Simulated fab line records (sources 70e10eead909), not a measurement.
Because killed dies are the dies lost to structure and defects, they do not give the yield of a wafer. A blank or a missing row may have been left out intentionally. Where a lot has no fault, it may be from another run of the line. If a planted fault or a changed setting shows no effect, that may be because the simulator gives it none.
Struck lot and sound lot, side by side | flow nandHarc | 14 steps out of a route of 1302
Sound: the wafers L280.1, L280.3, L280.6. Struck: wafers L282.1, L282.5, L282.6. At the end, the cause is stated.
Each step with rows lists, per side, the tool, then ch with its chambers, then its first start. Under that, the readings that differ: sound wafers | struck wafers | difference of the means | sigmas: that difference in standard deviations of wafers without a fault.
alike: same words and numbers on both sides, and readings whose means sit less than 2 such deviations apart. not compared: any withheld reading, any reading some wafer has no value for, any bound like >300 that may hide the same value, and any number with overlapping values for which the record gives no deviation.
The two part at a step that has a row with sigmas, a row that says differs or no value, or rows on one side only. Numbers that don't overlap but have no deviation are shown without sigmas and don't part them. Lack of a reading on every wafer of one side parts them only where that side has two or more wafers.

first, 9 steps without rows for these wafers: NHARC_A_STAIRCASE_DEHYDRATE_209 (time 120 s); NHARC_A_STAIRCASE_HMDS_210 (time 30 s); NHARC_A_STAIRCASE_COAT_211; NHARC_A_STAIRCASE_SOFTBAKE_212 (time 170 s); NHARC_A_STAIRCASE_EBR_213; NHARC_A_STAIRCASE_EXPOSE_214 (exposes mask STAIR 3); NHARC_A_STAIRCASE_PEB_215 (peb time 130 s); NHARC_A_STAIRCASE_DEVELOP_216 (time 140 s); NHARC_A_STAIRCASE_HARDBAKE_218 (time 140 s).
NHARC_A_STAIRCASE_DESCUM_219: chemistry O2, time 3 s.
  sound on rieDiel-01 ch 0,1,2, day 19 12:00; struck on rieDiel-06 ch 0,1, day 20 08:46
  alike: drypumpMotorCurrentA, mfcArSccm, oesProductAu, rfVppV, showerheadPlenumPTorr, throttleValvePct
  not compared: rfHoursCounterH
NHARC_A_STAIRCASE_TRIM_220: chemistry O2, time 211.2 s.
  sound on rieDiel-01 ch 2,3, day 19 12:04; struck on rieDiel-06 ch 0,3, day 20 08:51
reading             | sound             | struck            | difference | sigmas
oesProductAu (a.u.) | 0.999 0.989 0.999 | 1.013 1.020 1.018 | +0.021     | +2
  alike: drypumpMotorCurrentA, mfcArSccm, rfVppV, showerheadPlenumPTorr, throttleValvePct
  not compared: rfHoursCounterH
NHARC_A_STAIRCASE_ETCH_221: etches the open film in C4F8/O2, target depth 100 nm, time 40.5 s.
  sound on rieDiel-01 ch 1,3, day 19 12:13; struck on rieDiel-06 ch 0,2,3, day 20 09:00
  no value came back on the struck wafers for biasW (W), chamberPressureMTorr (mTorr), oesProductAu (a.u.), rfVppV (V); on the sound wafers biasW (W) reads 999 994 1000
  not compared: rfHoursCounterH
NHARC_A_STAIRCASE_TRIM_222: chemistry O2, time 211.2 s.
  sound on rieDiel-01 ch 1,2; struck on rieDiel-06 ch 0,1,2
  alike: drypumpMotorCurrentA, mfcArSccm, oesProductAu, rfVppV, showerheadPlenumPTorr, throttleValvePct
  not compared: rfHoursCounterH
-- the record jumps here: 9 days lie between the struck wafers' starts before and after (it left off in module A_STAIRCASE and takes up again in module END, whose first step shown is number 1302 of the route) --
NHARC_END_SORT_01:
  sound on prober-01 ch 0, day 27 23:13; struck on prober-01 ch 0, day 29 15:47
reading       | sound    | struck                                                            | difference                   | sigmas
hold          | - - -    | awaitDispo/0.9h/scrap awaitDispo/0.9h/scrap awaitDispo/0.9h/scrap | no value on the sound wafers | 
killedAtArray | 56 88 57 | 674 672 673                                                       | +606                         | +30
killedDies    | 67 95 69 | 677 677 677                                                       | +600                         | +30
  alike: killedAtOther, killedAtPeriphery, killedOpen, killedShort

== WHERE THEY PART ==
At NHARC_A_STAIRCASE_TRIM_220 first; at NHARC_END_SORT_01 last (within this record only).

WHY: what the simulator had put in
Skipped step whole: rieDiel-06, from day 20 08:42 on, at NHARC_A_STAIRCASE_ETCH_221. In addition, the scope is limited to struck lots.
